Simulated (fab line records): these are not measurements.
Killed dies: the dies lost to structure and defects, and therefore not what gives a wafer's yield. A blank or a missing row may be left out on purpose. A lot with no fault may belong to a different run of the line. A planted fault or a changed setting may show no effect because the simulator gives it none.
A lot that was struck, set against a sound lot + flow nandHarc + 14 steps out of a route of 1302
Sound: these wafers, L594.2, L594.3, L594.6. Wafers struck: L607.1, L607.3, L607.5. At the end, the cause is stated.
Order at every step that has rows: each side's tool, ch and its chambers, its first start. Under that, the readings that differ: sound wafers + struck wafers + difference of the means + sigmas: that difference in standard deviations of wafers without a fault.
alike: a reading whose means differ by less than 2 such deviations, as well as words and numbers matching on both sides. not compared: withheld readings; readings where some wafer has no value; bounds like >300 that might hide an equal value; numbers whose values overlap and for which the record gives no deviation.
A row with sigmas, a row that says differs or no value, or rows on one side alone: a step with any of these is where the two part. Numbers that don't overlap but have no deviation are shown without sigmas and don't part them. A reading that every wafer of one side lacks parts them only if that side has two wafers or more.

NHARC_P_GATE_ALD_36: deposits SiNx, target thk 20 nm, pulse time 60 s, ald cycles 223.
  sound on aldSin-02 ch 0,1,2, day 5 17:23; struck on aldSin-03 ch 0,2, day 11 05:55
  alike: heaterPowerW, precursorPulseHeightRel
NHARC_P_GATE_ETCHBACK_37: etches the open film in CHF3/O2, target depth 34.5 nm, time 17.2 s.
  sound on rieDiel-06 ch 0,2,3; struck on rieDiel-06 ch 1,2,3
  alike: biasW, drypumpMotorCurrentA, oesProductAu, rfVppV, showerheadPlenumPTorr, throttleValvePct
  not compared: rfHoursCounterH
NHARC_P_GATE_STRIP_101: strips in O2, time 20 s.
  sound on rieDiel-06 ch 0,1,2, day 6 02:55; struck on rieDiel-06 ch 1,2, day 11 17:34
  alike: drypumpMotorCurrentA, oesProductAu, rfVppV, showerheadPlenumPTorr, throttleValvePct
  not compared: rfHoursCounterH
then, 9 steps without rows for these wafers: NHARC_P_GATE_PRECLEAN_97 (cleans in SPM, time 600 s); NHARC_P_GATE_SRD_98; NHARC_P_GATE_PRECLEAN_99 (cleans in SC1); NHARC_P_GATE_SRD_100; NHARC_P_GATE_DEHYDRATE_38 (time 120 s); NHARC_P_GATE_HMDS_39 (time 30 s); NHARC_P_GATE_COAT_40; NHARC_P_GATE_SOFTBAKE_41 (time 95 s); NHARC_P_GATE_EBR_42.
NHARC_P_GATE_EXPOSE_43: exposes mask P NSD, target cd 720 nm.
  sound on krfScanner-01 ch 0, day 6 03:33; struck on krfScanner-02, day 11 18:13
  no value came back on the struck wafers for exposureDoseMJCm2, focusOffsetNm (nm); on the sound wafers exposureDoseMJCm2 reads 14.785 14.782 14.772
  alike: mask
then, 1 step without rows for these wafers: NHARC_P_GATE_PEB_44 (peb time 85 s).

WHERE THEY PART
Only at NHARC_P_GATE_EXPOSE_43, within this record.

WHY: what the simulator had put in
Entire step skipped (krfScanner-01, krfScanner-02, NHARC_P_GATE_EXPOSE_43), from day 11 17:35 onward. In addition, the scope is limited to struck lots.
